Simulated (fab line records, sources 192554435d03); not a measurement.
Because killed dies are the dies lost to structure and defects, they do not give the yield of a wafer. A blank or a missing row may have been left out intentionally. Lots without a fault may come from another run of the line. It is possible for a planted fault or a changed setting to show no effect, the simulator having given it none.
fab line records    flow n5-finfet
[record] lots = 11  wafers = 32  last-day = 19
route steps=1938 shown BEOL_M4@1087 PASSIVATION@1936
lots that met no fault: taken from a fault-free run of the same line
start-h: start of the lot's first displayed wafer, in hours after the record's first day    wait-h: hours elapsed since this lot's preceding step    " same as the row above    L1.1+2: a row that stands for several wafers    - no value, or no start was given    * or withheld: withheld    < > ~ a bound
route shown NAME@n: a module of which the file shows steps, and the number in the route of the first    usual: the fault-free wafers' mean and standard deviation    same: alike in all rows    chamber/n: place in a boat    sites: the reading at each site    _std_site: the standard deviation of these    _edge_site: inner sites' mean taken away from outer sites' mean    radius-mm: for every site, how far away it sits from the centre of the wafer    mask NAME#n: copy n    behind: the tool/chamber that last shaped the wafer    hold: what put the lot on hold/how long, in hours/how the hold closed    device: whichever transistor did not switch (one of n, p or np)    end of line: the tests these same wafers got at the end of their route    a step without rows: its recipe alone    killed: the dies lost at the first sort to structure and to defects; this is not the yield of the wafer    map: shows each die of a wafer: x if killed, . if not, _ if none is there
set.NAME: the setting that was run; set.NAME@STEP: the one run at that earlier step    model.NAME: the simulator's own value behind a step, which no gauge read
steps of the route over a sample of lots; a table a step, a row a wafer
services: the hour from which a tool's chamber was out of use, counted from the record's first day as start-h (under 0 if before that day), plus the number of hours and why
[[steps]]
[step N5_BEOL_M4_ANNEAL_80]
[recipe] temp-c = 400  time-s = 240  ambient = vacuum
[usual] heater-power-w = 843/100
lot.wafer  tool            chamber  start-h  wait-h  heater-power-w
L143.2     pvd-sputter-02  -        186.14   0.0     898
L143.4     "               -        "        "       768
L143.5     "               -        "        "       882
L149.1     pvd-sputter-03  -        206.19   0.0     755
L149.2     "               -        "        "       775
L149.6     "               -        "        "       797
L148.3     pvd-sputter-03  -        212.73   0.0     785
L148.4     "               -        "        "       787
L148.6     "               -        "        "       748
L151.2     pvd-sputter-02  -        216.06   0.0     693
L151.5     "               -        "        "       999
L151.6     "               -        "        "       863
L153.1     pvd-sputter-02  -        235.93   0.0     1000
L153.3     "               -        "        "       787
L153.6     "               -        "        "       991
L156.1     pvd-sputter-03  -        267.01   0.0     768
L156.3     "               -        "        "       737
L156.5     "               -        "        "       870
L159.1     pvd-sputter-01  -        271.23   0.0     1140
L159.4     "               -        "        "       893
L159.6     "               -        "        "       879
L162.1     pvd-sputter-01  -        280.14   0.0     848
L162.4     "               -        "        "       889
L162.5     "               -        "        "       885
L165.4     pvd-sputter-03  -        297.82   0.0     786
L165.5     "               -        "        "       874
L164.1     pvd-sputter-01  -        311.72   0.0     1140
L164.3     "               -        "        "       892
L164.4     "               -        "        "       752
L166.1     pvd-sputter-02  -        317.74   0.0     709
L166.2     "               -        "        "       893
L166.5     "               -        "        "       991
[step N5_BEOL_M4_SPUTTER_94]
[recipe] material = Cu  target-thk-a = 45  temp-c = -20  chamber-pressure-pa = 0.07  power-w = withheld  time-s = 8.29
[usual] chamber-pressure-pa = 0.07/0.00012  chuck-gas-flow-sccm = 1.26/0.056  throttle-valve-pct = 30.4/0.95
lot.wafer  tool            chamber  start-h  wait-h  chamber-pressure-pa  chuck-gas-flow-sccm  throttle-valve-pct
L143.2     pvd-sputter-02  -        187.38   0.1     0.07017              1.28                 29.7
L143.4     "               -        "        "       0.06986              1.21                 29.4
L143.5     "               -        "        "       0.07025              1.31                 29.7
L149.1     pvd-sputter-03  -        207.43   0.1     0.07                 1.28                 30.8
L149.2     "               -        "        "       0.06998              1.33                 32.3
L149.6     "               -        "        "       0.06987              1.09                 31.1
L148.3     pvd-sputter-03  -        213.97   0.1     0.06989              1.21                 31.3
L148.4     "               -        "        "       0.07019              1.23                 31.9
L148.6     "               -        "        "       0.07001              1.24                 31.0
L151.2     pvd-sputter-02  -        217.30   0.1     0.06983              1.25                 29.8
L151.5     "               -        "        "       0.06977              1.24                 30.8
L151.6     "               -        "        "       0.0702               1.37                 29.7
L153.1     pvd-sputter-02  -        237.17   0.1     0.06993              1.31                 30.9
L153.3     "               -        "        "       0.07007              1.23                 29.6
L153.6     "               -        "        "       0.06999              1.26                 30.7
L156.1     pvd-sputter-03  -        268.25   0.1     0.07006              1.32                 32.1
L156.3     "               -        "        "       0.06989              1.32                 30.8
L156.5     "               -        "        "       0.06978              1.22                 30.7
L159.1     pvd-sputter-01  -        272.47   0.1     0.07011              1.21                 30.1
L159.4     "               -        "        "       0.07002              1.31                 30.7
L159.6     "               -        "        "       0.07011              1.24                 30.4
L162.1     pvd-sputter-01  -        281.38   0.1     0.06997              1.26                 29.1
L162.4     "               -        "        "       0.07017              1.34                 30.5
L162.5     "               -        "        "       0.07001              1.28                 30.9
L165.4     pvd-sputter-03  -        299.06   0.1     0.07021              1.19                 31.4
L165.5     "               -        "        "       0.06996              1.14                 30.8
L164.1     pvd-sputter-01  -        312.96   0.1     0.06978              1.29                 30.0
L164.3     "               -        "        "       0.06995              1.18                 30.4
L164.4     "               -        "        "       0.06993              1.21                 28.4
L166.1     pvd-sputter-02  -        318.98   0.1     0.07031              1.29                 29.7
L166.2     "               -        "        "       0.06999              1.24                 29.8
L166.5     "               -        "        "       0.07024              1.14                 30.7
[step N5_BEOL_M4_SPUTTER_96]
[recipe] material = Cu  target-thk-a = 45  temp-c = -20  chamber-pressure-pa = 0.07  power-w = withheld  time-s = 8.29
[usual] chamber-pressure-pa = 0.06997/0.00015  chuck-gas-flow-sccm = 1.26/0.056  throttle-valve-pct = 30.4/0.95
lot.wafer  tool            chamber  start-h  wait-h  chamber-pressure-pa  chuck-gas-flow-sccm  throttle-valve-pct
L143.2     pvd-sputter-02  -        187.60   0.1     0.06991              1.28                 30.0
L143.4     "               -        "        "       0.06967              1.31                 29.7
L143.5     "               -        "        "       0.06982              1.41                 29.6
L149.1     pvd-sputter-03  -        207.65   0.1     0.06993              1.24                 30.8
L149.2     "               -        "        "       0.06998              1.28                 32.2
L149.6     "               -        "        "       0.07003              1.29                 31.1
L148.3     pvd-sputter-03  -        214.19   0.1     0.07008              1.42                 31.3
L148.4     "               -        "        "       0.06999              1.30                 32.1
L148.6     "               -        "        "       0.07005              1.21                 30.8
L151.2     pvd-sputter-02  -        217.52   0.1     0.07001              1.36                 30.0
L151.5     "               -        "        "       0.07                 1.26                 30.6
L151.6     "               -        "        "       0.06986              1.35                 29.5
L153.1     pvd-sputter-02  -        237.39   0.1     0.06989              1.23                 30.8
L153.3     "               -        "        "       0.06994              1.25                 29.6
L153.6     "               -        "        "       0.06985              1.31                 30.8
L156.1     pvd-sputter-03  -        268.47   0.1     -                    -                    -
L156.3     "               -        "        "       -                    -                    -
L156.5     "               -        "        "       -                    -                    -
L159.1     pvd-sputter-01  -        272.69   0.1     -                    -                    -
L159.4     "               -        "        "       -                    -                    -
L159.6     "               -        "        "       -                    -                    -
L162.1     pvd-sputter-01  -        281.60   0.1     0.06995              1.30                 29.4
L162.4     "               -        "        "       0.07007              1.34                 30.3
L162.5     "               -        "        "       0.07002              1.30                 30.3
L164.1     pvd-sputter-01  -        313.18   0.1     0.07008              1.24                 30.2
L164.3     "               -        "        "       0.07019              1.16                 30.2
L164.4     "               -        "        "       0.07002              1.27                 28.3
L166.1     pvd-sputter-02  -        319.20   0.1     0.06995              1.21                 29.6
L166.2     "               -        "        "       0.06997              1.33                 30.0
L166.5     "               -        "        "       0.06987              1.21                 30.8
L165.4     pvd-sputter-03  -        339.34   40.1    0.07026              1.17                 31.1
L165.5     "               -        "        "       0.07004              1.27                 30.7
[step N5_BEOL_M4_ANNEAL_51]
[recipe] temp-c = 225  time-s = 90  ambient = N2
[usual] wafer_temp_C_max = 226.1/0.37
lot.wafer  tool           chamber  start-h  wait-h  wafer_temp_C_max
L143.2     rtp-anneal-02  0        187.84   0.1     226.2
L143.4     "              0        "        "       226.2
L143.5     "              0        "        "       226.1
L149.1     rtp-anneal-02  0        208.04   0.3     226.4
L149.2     "              0        "        "       226.5
L149.6     "              0        "        "       226.4
L148.3     rtp-anneal-01  0        214.60   0.3     225.8
L148.4     "              0        "        "       225.7
L148.6     "              0        "        "       226.2
L151.2     rtp-anneal-01  0        217.76   0.1     226.2
L151.5     "              0        "        "       225.8
L151.6     "              0        "        "       225.7
L153.1     rtp-anneal-02  0        237.58   0.1     226.2
L153.3     "              0        "        "       226.7
L153.6     "              0        "        "       226.1
L156.1     rtp-anneal-01  0        268.85   0.2     225.6
L156.3     "              0        "        "       225.9
L156.5     "              0        "        "       226.0
L159.1     rtp-anneal-02  0        273.10   0.2     226.2
L159.4     "              0        "        "       226.6
L159.6     "              0        "        "       226.1
L162.1     rtp-anneal-01  0        281.91   0.2     226.0
L162.4     "              0        "        "       225.6
L162.5     "              0        "        "       225.6
L164.1     rtp-anneal-02  0        313.37   0.1     226.8
L164.3     "              0        "        "       226.3
L164.4     "              0        "        "       226.0
L166.1     rtp-anneal-02  0        319.39   0.1     226.5
L166.2     "              0        "        "       226.9
L166.5     "              0        "        "       226.8
L165.4     rtp-anneal-01  0        339.67   0.2     225.6
L165.5     "              0        "        "       225.7
[step N5_BEOL_M4_RC_MEAS_101]
[usual] DIBL_N = 36.6/2.1  DIBL_P = 36.5/2.7  IOFF_N = 0.17/0.043  IOFF_P = 0.22/0.045  ION_N = 674/17  ION_P = 461/9.9  SS_N = 71.7/0.79  SS_P = 73.4/0.79  VT_N = 249/4  VT_P = -250/3.3
lot.wafer  tool       chamber  start-h  wait-h  DIBL_N[mV/V]  DIBL_P[mV/V]  IOFF_N[nA/um]  IOFF_P[nA/um]  ION_N[uA/um]  ION_P[uA/um]  SS_N[mV/dec]  SS_P[mV/dec]  VT_N[mV]  VT_P[mV]
L143.2     prober-01  0        188.87   0.2     33.1          33.5          0.10           0.14           647           443           70.5          71.6          258       -256
L143.4     "          0        "        "       34.9          36.1          0.14           0.18           658           454           71.3          73.0          252       -254
L143.5     "          0        "        "       38.3          39.8          0.22           0.24           696           469           72.1          73.2          244       -251
L149.1     prober-02  0        208.94   0.0     39.1          38.8          0.20           0.23           668           454           72.6          73.9          249       -251
L149.2     "          0        "        "       41.6          42.6          0.28           0.30           695           467           72.6          74.9          243       -248
L149.6     "          0        "        "       41.1          42.1          0.23           0.28           702           472           72.1          74.9          247       -249
L148.3     prober-02  0        215.73   0.3     39.5          41.3          0.25           0.30           692           469           73.0          74.9          244       -246
L148.4     "          0        "        "       39.0          40.2          0.25           0.30           689           468           72.0          74.1          242       -245
L148.6     "          0        "        "       37.1          36.6          0.20           0.23           687           465           72.0          73.9          248       -246
L151.2     prober-01  0        218.80   0.2     35.0          36.0          0.16           0.23           689           474           71.0          73.7          247       -247
L151.5     "          0        "        "       36.8          37.5          0.17           0.24           670           458           71.2          73.5          249       -247
L151.6     "          0        "        "       34.8          35.0          0.15           0.20           680           468           70.5          72.8          250       -251
L153.1     prober-01  0        238.49   0.0     34.5          33.8          0.13           0.18           659           460           70.8          72.9          251       -249
L153.3     "          0        "        "       34.3          34.0          0.12           0.19           660           457           70.2          73.5          255       -249
L153.6     "          0        "        "       35.6          36.4          0.15           0.24           678           473           71.4          73.6          251       -247
L156.1     prober-02  0        269.86   0.0     35.7          36.7          0.15           0.22           667           466           71.7          73.9          253       -248
L156.3     "          0        "        "       36.4          37.6          0.16           0.24           666           466           71.9          73.5          252       -247
L156.5     "          0        "        "       35.5          36.8          0.14           0.22           673           465           70.7          73.5          252       -249
L159.1     prober-02  0        274.00   0.0     37.2          38.4          0.15           0.22           660           455           72.0          73.3          252       -249
L159.4     "          0        "        "       39.3          40.1          0.21           0.26           677           462           72.3          73.8          245       -247
L159.6     "          0        "        "       35.4          35.7          0.14           0.18           668           460           71.1          72.7          248       -250
L162.1     prober-01  0        282.81   0.0     37.2          37.7          0.18           0.24           699           478           72.0          73.5          247       -246
L162.4     "          0        "        "       36.0          36.6          0.17           0.23           678           465           71.1          73.3          246       -247
L162.5     "          0        "        "       37.9          38.2          0.19           0.24           664           456           72.0          73.2          245       -249
L164.1     prober-02  0        314.36   0.0     36.5          38.2          0.16           0.23           661           455           71.5          74.0          251       -251
L164.3     "          0        "        "       40.9          43.3          0.30           0.37           712           483           72.4          75.4          240       -245
L164.4     "          0        "        "       36.9          38.2          0.18           0.23           682           462           71.4          74.2          247       -251
L166.1     prober-02  0        320.30   0.0     38.0          35.3          0.19           0.20           693           467           72.9          73.4          246       -252
L166.2     "          0        "        "       37.7          35.8          0.16           0.20           654           445           71.8          73.4          251       -252
L166.5     "          0        "        "       35.5          33.8          0.14           0.17           680           472           71.3          73.6          251       -252
L165.4     prober-02  0        340.96   0.5     34.8          32.7          0.12           0.14           672           456           70.9          72.0          254       -254
L165.5     "          0        "        "       33.9          32.3          0.10           0.14           645           446           70.4          72.4          257       -256
[step N5_PASSIVATION_PROBE_49]
[usual] defect-limited-yield = 91.5/1.7  killed_at_M0_to_M3 = 33/11  killed_at_M4_up = 13/5.2  killed-at-contacts = 11/5.7  killed-at-front-end = 39/11  killed-at-other = 4/3  killed-dies = 101/20  killed-open = 66/15  killed-short = 33/8.4  sort_bin_4_leakage = 0.01/0.073  sort_bin_5_function = 5.0/1.1  sort_bin_6_memory = 3.2/0.69  sort_bin_8_speed = 0.1/0.52  sort-n-pass = 1078/20  sort-yield-pct = 91.4/1.7
[same] gross-dies = 1180  killed-at-back-side = 0
lot.wafer  tool       chamber  start-h  wait-h  defect-limited-yield[%]  killed_at_M0_to_M3  killed_at_M4_up  killed-at-contacts  killed-at-front-end  killed-at-other  killed-dies  killed-open  killed-short  sort_bin_4_leakage[%]  sort_bin_5_function[%]  sort_bin_6_memory[%]  sort_bin_8_speed[%]  sort-n-pass  sort-yield-pct[%]
L156.1     prober-02  -        371.46   0.0     92.6                     28                  8                8                   38                   5                87           56           25            0                      4.3                     3.0                   0                    1093         92.6
L156.3     prober-02  -        371.56   0.1     92.6                     20                  14               8                   44                   1                87           52           25            0                      4.2                     2.8                   0                    1093         92.6
L156.5     prober-02  -        371.66   0.2     93.3                     26                  10               5                   36                   2                79           52           24            0                      3.5                     3.1                   0                    1101         93.3
L159.1     prober-02  -        385.93   0.0     93.0                     21                  13               8                   39                   2                83           52           28            0                      4.7                     1.9                   0                    1097         93.0
L159.4     prober-02  -        386.08   0.2     91.9                     26                  21               11                  33                   4                95           60           30            0                      4.8                     3.1                   0                    1085         91.9
L159.6     prober-02  -        386.18   0.3     91.1                     30                  17               5                   50                   3                105          69           30            0                      4.5                     4.1                   0                    1075         91.1
// killed by level:class
L156.1 STI_FIN_REVEAL:geometric-particle:open=11 BEOL_M0_SAQP:geometric-particle:open=11 MOL_CONTACT_COAG:geometric-particle:open=7 BEOL_M3:geometric-particle:open=7 BEOL_M4:interface-void-opened=5 GATE_CUT:geometric-particle:short=4 FIN_SAQP:geometric-particle:short=3 STI_FIN_REVEAL:geometric-particle:short=3
L156.3 STI_FIN_REVEAL:geometric-particle:open=19 BEOL_M4:interface-void-opened=9 MOL_CONTACT_COAG:geometric-particle:open=6 BEOL_M3:geometric-particle:open=5 FIN_SAQP:geometric-particle:short=4 BEOL_M1:geometric-particle:open=4 STI_FIN_REVEAL:geometric-particle:short=3 ILD0:geometric-particle:open=3
L156.5 STI_FIN_REVEAL:geometric-particle:open=11 FIN_SAQP:geometric-particle:open=8 BEOL_M0_SAQP:geometric-particle:open=7 STI_FIN_REVEAL:geometric-particle:short=5 BEOL_M1:geometric-particle:open=5 BEOL_M0_SAQP:geometric-particle:short=4 MOL_CONTACT_COAG:geometric-particle:open=4 BEOL_M5:geometric-particle:open=4
L159.1 FIN_SAQP:geometric-particle:short=11 FIN_SAQP:geometric-particle:open=9 STI_FIN_REVEAL:geometric-particle:open=8 MOL_CONTACT_COAG:geometric-particle:open=7 BEOL_M1:geometric-particle:open=6 BEOL_M0_SAQP:geometric-particle:short=6 BEOL_M4:geometric-particle:open=6 DUMMY_GATE:geometric-particle:open=5
L159.4 STI_FIN_REVEAL:geometric-particle:open=9 MOL_CONTACT_COAG:geometric-particle:open=8 FIN_SAQP:geometric-particle:open=7 FIN_SAQP:geometric-particle:short=6 BEOL_M3:geometric-particle:open=6 BEOL_M2:geometric-particle:open=5 BEOL_M0_SAQP:geometric-particle:open=5 BEOL_M0_SAQP:geometric-particle:short=5
L159.6 FIN_SAQP:geometric-particle:open=14 FIN_SAQP:geometric-particle:short=9 DUMMY_GATE:geometric-particle:open=9 BEOL_M2:geometric-particle:open=8 STI_FIN_REVEAL:geometric-particle:open=7 BEOL_M0_SAQP:geometric-particle:open=5 BEOL_M4:geometric-particle:open=5 BEOL_M5:geometric-particle:open=5
[[services]]
tool           chamber  start-h  hours  kind
rtp-anneal-02  -        220.97   2.9    pm
rtp-anneal-01  -        290.55   5.1    pm
[[key]]
[first-sign] step = N5_BEOL_M4_SPUTTER_96  reading = tool-record  direction = missing
effect none on later readings
met-at N5_BEOL_M4_SPUTTER_96
struck-lots L156,L159
not-acting-at N5_BEOL_M4_ANNEAL_80,N5_BEOL_M4_SPUTTER_94,N5_BEOL_M4_ANNEAL_51
onset-between 214.19 268.47
[fault] kind = skipped-step-whole  tool = pvd-sputter-01,pvd-sputter-03  chamber = -  onset-h = 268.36  steps = N5_BEOL_M4_SPUTTER_96  scope = struck-lots-only
